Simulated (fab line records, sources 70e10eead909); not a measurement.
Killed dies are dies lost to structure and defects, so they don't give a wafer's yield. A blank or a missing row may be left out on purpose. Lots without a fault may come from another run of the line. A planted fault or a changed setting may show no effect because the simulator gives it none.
A struck lot beside a sound one | flow nand_harc | 44 steps out of a route of 1302
Sound: wafers L322.3, L322.4, L322.6. Struck: wafers L330.1, L330.4, L330.6. The cause comes at the end.
At each step with rows: each side's tool, then ch and its chambers, then its first start. Under that, the readings that differ: sound wafers | struck wafers | difference of the means | sigmas: that difference in standard deviations of wafers without a fault.
alike: readings whose means differ by less than 2 such deviations, and words and numbers that are the same on both sides. not compared: withheld readings, readings that some wafer has no value for, bounds like >300 that may hide the same value, and numbers for which the record gives no deviation and whose values overlap.
The two part at a step that has a row with sigmas, a row that says differs or no value, or rows on one side only. Numbers that don't overlap but have no deviation are shown without sigmas and don't part them. A reading that every wafer of one side lacks parts them only if that side has two wafers or more.

first, 9 steps without rows for these wafers: NHARC_P_GATE_OXIDE_02 (material SiO2, target thk 37.5 nm, ox time 365 s); NHARC_P_GATE_DEHYDRATE_03 (time 120 s); NHARC_P_GATE_HMDS_04 (time 30 s); NHARC_P_GATE_COAT_05; NHARC_P_GATE_SOFTBAKE_06 (time 95 s); NHARC_P_GATE_EBR_07; NHARC_P_GATE_EXPOSE_08 (exposes mask P HV); NHARC_P_GATE_PEB_09 (peb time 85 s); NHARC_P_GATE_DEVELOP_10 (time 70 s).
NHARC_P_GATE_CD_MEAS_11: target cd 1640 nm.
  sound on cd_sem-02 ch 0, day 5 04:46; struck on cd_sem-03 ch 0, day 8 09:55
  alike: cd_nm
then, 1 step without rows for these wafers: NHARC_P_GATE_HARDBAKE_12 (time 80 s).
NHARC_P_GATE_DESCUM_13: chemistry O2, time 3 s.
  sound on rie_diel-06 ch 1,3, day 5 04:55; struck on rie_diel-13 ch 1,2,3, day 8 10:04
  reading      | sound          | struck         | difference | sigmas
  rf_vpp_V (V) | 55.3 57.0 56.6 | 58.3 58.8 58.1 | +2.1       | +2
  alike: drypump_motor_current_A, o2_flow_sccm, oes_product_au, showerhead_plenum_p_Torr, throttle_valve_pct
  not compared: rf_hours_counter_h
NHARC_P_GATE_ETCH_14: etches SiO2 in dHF, target depth 48.8 nm.
  sound on wet_bench-05 ch 2,6,7, day 5 05:04; struck on wet_bench-06 ch 3,5,6, day 8 10:13
then, 5 steps without rows for these wafers: NHARC_P_GATE_STRIP_15 (strips in SPM, time 780 s); NHARC_P_GATE_PRECLEAN_71 (cleans in SC1); NHARC_P_GATE_SRD_72; NHARC_P_GATE_OXIDE_16 (material SiO2, target thk 3 nm, ox time 392 s); NHARC_P_GATE_CVD_17 (deposits poly-Si, target thk 150 nm, time 900 s).
NHARC_P_GATE_HM_DEP_102: deposits aC, target thk 120 nm.
  sound on acl_dep-03 ch 0, day 5 19:04; struck on acl_dep-03 ch 0, day 9 01:53
  alike: throttle_valve_pct
then, 9 steps without rows for these wafers: NHARC_P_GATE_DEP_103 (deposits SiON, target thk 30 nm); NHARC_P_GATE_DEHYDRATE_18 (time 120 s); NHARC_P_GATE_HMDS_19 (time 30 s); NHARC_P_GATE_COAT_20 (resist thk 90 nm); NHARC_P_GATE_SOFTBAKE_21 (time 55 s); NHARC_P_GATE_EBR_22; NHARC_P_GATE_EXPOSE_23 (exposes mask P GATE, target cd 120 nm); NHARC_P_GATE_PEB_24 (peb time 65 s); NHARC_P_GATE_DEVELOP_25 (develop time 35 s).
NHARC_P_GATE_CD_MEAS_26: target cd 120 nm.
  sound on cd_sem-03 ch 0, day 5 20:12; struck on cd_sem-01 ch 0, day 9 03:07
  alike: cd_nm
NHARC_P_GATE_OVL_MEAS_27:
  sound on overlay-02, day 5 20:17; struck on overlay-01, day 9 03:12
  alike: overlay_x_nm, overlay_y_nm
NHARC_P_GATE_INSPECT_28:
  sound on defect_inspect-02, day 5 20:19; struck on defect_inspect-01, day 9 03:14
  reading          | sound | struck      | difference | sigmas
  raw_defect_count | 4 7 5 | 908 960 921 | +924       | +99 or more
then, 1 step without rows for these wafers: NHARC_P_GATE_DESCUM_31 (chemistry O2, time 3 s).
NHARC_P_GATE_ETCH_104: etches the open film in CF4/CHF3, target depth 60 nm.
  sound on rie_diel-13 ch 0,1,3, day 5 20:29; struck on rie_diel-06 ch 0,3, day 9 03:23
  alike: drypump_motor_current_A, oes_product_au, rf_vpp_V, showerhead_plenum_p_Torr, throttle_valve_pct
then, 2 steps without rows for these wafers: NHARC_P_GATE_HM_OPEN_105 (chemistry O2/COS, target depth 360 nm); NHARC_P_GATE_STRIP_106 (strips in O2/COS).
NHARC_P_GATE_ETCH_114: etches the open film in CF4/O2, target depth 30 nm, overetch 3 nm, time 16.5 s.
  sound on rie_diel-13 ch 1,2,3; struck on rie_diel-06 ch 0,1
  alike: drypump_motor_current_A, o2_flow_sccm, oes_product_au, rf_vpp_V, showerhead_plenum_p_Torr, throttle_valve_pct
  not compared: rf_hours_counter_h
NHARC_P_GATE_ETCH_32: etches the open film in HBr/Cl2, target depth 150 nm, time 100.1 s.
  sound on rie_si-01 ch 1,2, day 5 21:11; struck on rie_si-05 ch 0,2, day 9 03:47
  alike: drypump_motor_current_A, he_backside_leak_sccm, oes_product_au, throttle_valve_pct
  not compared: rf_hours_counter_h
then, 1 step without rows for these wafers: NHARC_P_GATE_STRIP_108 (strips in O2).
NHARC_P_GATE_CD_MEAS_33:
  sound on cd_sem-01, day 5 21:32; struck on cd_sem-02, day 9 04:06
  alike: cd_nm
then, 3 steps without rows for these wafers: NHARC_P_GATE_STRIP_35 (strips in SPM, time 600 s); NHARC_P_GATE_PRECLEAN_73 (cleans in SC1); NHARC_P_GATE_SRD_74.
NHARC_P_GATE_INSPECT_68:
  sound on defect_inspect-01, day 6 15:02; struck on defect_inspect-02, day 9 21:53
  reading          | sound       | struck         | difference | sigmas
  raw_defect_count | 196 183 273 | 1327 1116 1080 | +957       | +16
-- the record jumps here: 18 days lie between the struck wafers' starts before and after (it left off in module P_GATE and takes up again in module END, whose first step shown is number 1302 of the route) --
NHARC_END_SORT_01:
  the record has rows for the struck wafers here (prober-02 ch 0, day 28 09:34) and none for the sound ones

WHERE THEY PART
First at NHARC_P_GATE_DESCUM_13; last, within this record, at NHARC_END_SORT_01.

WHY: what the simulator had put in
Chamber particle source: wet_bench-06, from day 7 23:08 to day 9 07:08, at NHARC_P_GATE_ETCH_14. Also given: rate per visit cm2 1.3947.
